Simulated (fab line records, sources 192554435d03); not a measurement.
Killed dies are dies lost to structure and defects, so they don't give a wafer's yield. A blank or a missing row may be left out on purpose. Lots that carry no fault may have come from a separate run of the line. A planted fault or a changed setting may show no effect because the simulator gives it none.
A lot that was struck, set against a sound lot / flow n5_finfet / 40 out of 1938 route steps
Sound: these wafers, L985.2, L985.3, L985.5. Wafers L996.1, L996.3, L996.6 were the ones struck. The cause is named last.
For every step that has rows: the tool of each side, followed by ch and its chambers, followed by its first start. Under that, the readings that differ: sound wafers / struck wafers / difference of the means / sigmas: that difference in standard deviations of wafers without a fault.
alike: readings with means less than 2 such deviations apart, plus words and numbers identical on both sides. not compared: withheld readings, readings lacking a value on some wafer, bounds such as >300 that could conceal the same value, and numbers that have no deviation in the record and whose values overlap.
A row with sigmas, a row that says differs or no value, or rows on one side alone: a step with any of these is where the two part. Numbers that don't overlap but have no deviation are shown without sigmas and don't part them. A reading missing from all wafers of one side parts the sides only when that side holds two or more wafers.

first, 11 steps without rows for these wafers: N5_MOL_CONTACT_COAG_WET_ETCH_116 (etches the open film in SC1-inhibited, target depth 4.6 nm, rinse time 30 s); N5_MOL_CONTACT_COAG_ALD_27 (deposits SiOC, target thk 17 nm, pulse time 1.5 s, time 2720 s); N5_MOL_CONTACT_COAG_CMP_28 (polishes, stops on SiNx, t overpolish 0.85 s, target thk 14.522 nm); N5_MOL_CONTACT_COAG_ALD_123 (deposits SiNx, target thk 5 nm, pulse time 1 s, purge time 2 s); N5_MOL_CONTACT_COAG_PECVD_31 (deposits SiO2 from TEOS/O2, target thk 46 nm, time 8.9 s); N5_MOL_CONTACT_COAG_COAT_75 (time 60 s, resist thk 60 nm); N5_MOL_CONTACT_COAG_COAT_76 (time 60 s, resist thk 10 nm); N5_MOL_CONTACT_COAG_COAT_77 (time 60 s, resist thk 10 nm); N5_MOL_CONTACT_COAG_COAT_78 (resist thk 40 nm); N5_MOL_CONTACT_COAG_EBR_80; N5_MOL_CONTACT_COAG_SOFTBAKE_79 (time 60 s).
N5_MOL_CONTACT_COAG_EXPOSE_81: exposes mask VG, defocus 0 nm.
  sound on euv_scanner-01 ch 0, day 5 20:12; struck on euv_scanner-01 ch 0, day 8 15:58
reading=model.MOL_CONTACT_COAG.overlay_x_nm (nm); sound=0.2 0.2 0.2; struck=12.6 12.6 12.6; difference=+12.4; sigmas=
  alike: mask
then, 2 steps without rows for these wafers: N5_MOL_CONTACT_COAG_PEB_82 (peb time 60 s); N5_MOL_CONTACT_COAG_DEVELOP_83 (develop time 30 s).
N5_MOL_CONTACT_COAG_OVL_MEAS_85:
  sound on overlay-02 ch 0, day 5 20:22; struck on overlay-02 ch 0, day 8 16:08
reading=VG_OVL (nm); sound=-0.2 -0.5 -0.6; struck=11.8 11.8 11.8; difference=+12.2; sigmas=+20
then, 23 steps without rows for these wafers: N5_MOL_CONTACT_COAG_DESCUM_88 (chemistry O2, time 7 s); N5_MOL_CONTACT_COAG_ETCH_89 (etches underlayer in N2/H2, target depth 13 nm, time 10.4 s); N5_MOL_CONTACT_COAG_ETCH_90 (etches SiARC in CF4, target depth 13 nm, time 21.7 s); N5_MOL_CONTACT_COAG_ALD_131 (deposits SiO2, target thk 5 nm, pulse time 1 s, co reactant pulse time 1 s); N5_MOL_CONTACT_COAG_ETCHBACK_132 (etches SiO2 in CHF3, target depth 10 nm, time 6.7 s); N5_MOL_CONTACT_COAG_ETCH_91 (etches SOC in N2/H2, target depth 60 nm, overetch 21 nm, time 101.2 s); N5_MOL_CONTACT_COAG_STRIP_92 (strips in N2/H2); N5_MOL_CONTACT_COAG_STRIP_93 (strips in N2/H2); N5_MOL_CONTACT_COAG_ETCHBACK_135 (etches SiO2 in CHF3, target depth 25 nm, time 16.7 s); N5_MOL_CONTACT_COAG_STRIP_118 (strips in CHF3); N5_MOL_CONTACT_COAG_VIA_ETCH_46 (etches SiO2 in C4F6/O2, target depth 46 nm, overetch 9.2 nm, time 40 s); N5_MOL_CONTACT_COAG_STRIP_96 (strips in N2/H2); N5_MOL_CONTACT_COAG_ETCH_47 (etches SiNx in CH3F/O2, stops on W, target depth 27 nm); N5_MOL_CONTACT_COAG_STRIP_119 (strips in N2/H2, time 30 s); N5_MOL_CONTACT_COAG_PRECLEAN_144 (cleans in alkaline clean, time 60 s); N5_MOL_CONTACT_COAG_SRD_145 (time 30 s); N5_MOL_CONTACT_COAG_COAT_62 (time 60 s, resist thk 60 nm); N5_MOL_CONTACT_COAG_COAT_63 (time 60 s, resist thk 10 nm); N5_MOL_CONTACT_COAG_COAT_64 (time 60 s, resist thk 10 nm); N5_MOL_CONTACT_COAG_COAT_34 (resist thk 40 nm); N5_MOL_CONTACT_COAG_EBR_36; N5_MOL_CONTACT_COAG_SOFTBAKE_35 (time 60 s); N5_MOL_CONTACT_COAG_EXPOSE_37 (exposes mask VD, defocus 0 nm).
-- record jumps: 2 days separate the struck wafers' starts on either side; left off in module MOL_CONTACT_COAG, taken up again in module BEOL_M4, whose first shown step is the route's number 1111 --
N5_BEOL_M4_RC_MEAS_101:
  sound on prober-02 ch 0, day 8 17:55; struck on prober-01 ch 0, day 11 03:21
  alike: DIBL_N, DIBL_P, IOFF_N, IOFF_P, ION_N, ION_P, SS_N, SS_P, VT_N, VT_P
-- a jump in the record: the struck wafers' starts before and after are 6 days apart (it breaks off in module BEOL_M4 and resumes in module PASSIVATION, where the first step shown is number 1936 of the route) --
N5_PASSIVATION_PROBE_49:
  sound: prober-01 at day 13 08:58; struck: prober-01 at day 16 21:13
reading=defect_limited_yield (%); sound=91.4 91.0 91.0; struck=0 0 0; difference=-91; sigmas=-61
reading=killed_at_contacts; sound=18 9 12; struck=1090 1089 1104; difference=+1081; sigmas=+99 or more
reading=killed_dies; sound=101 106 106; struck=1180 1180 1180; difference=+1076; sigmas=+60
reading=killed_on_rim; sound=16 7 20; struck=152 152 152; difference=+138; sigmas=+36
reading=sort_bin_5_function (%); sound=5.4 5.8 5.7; struck=49.9 49.2 52.4; difference=+44.9; sigmas=+49
reading=sort_n_pass; sound=1079 1074 1074; struck=0 0 0; difference=-1076; sigmas=-60
reading=sort_yield_pct (%); sound=91.4 91.0 91.0; struck=0 0 0; difference=-91; sigmas=-61
  alike: killed_at_M0_to_M3, killed_at_M4_up, killed_at_front_end, killed_at_other, killed_open, killed_short, sort_bin_6_memory

## WHERE THEY PART
First at N5_MOL_CONTACT_COAG_OVL_MEAS_85; last, within this record, at N5_PASSIVATION_PROBE_49.

WHY: whatever the simulator had introduced
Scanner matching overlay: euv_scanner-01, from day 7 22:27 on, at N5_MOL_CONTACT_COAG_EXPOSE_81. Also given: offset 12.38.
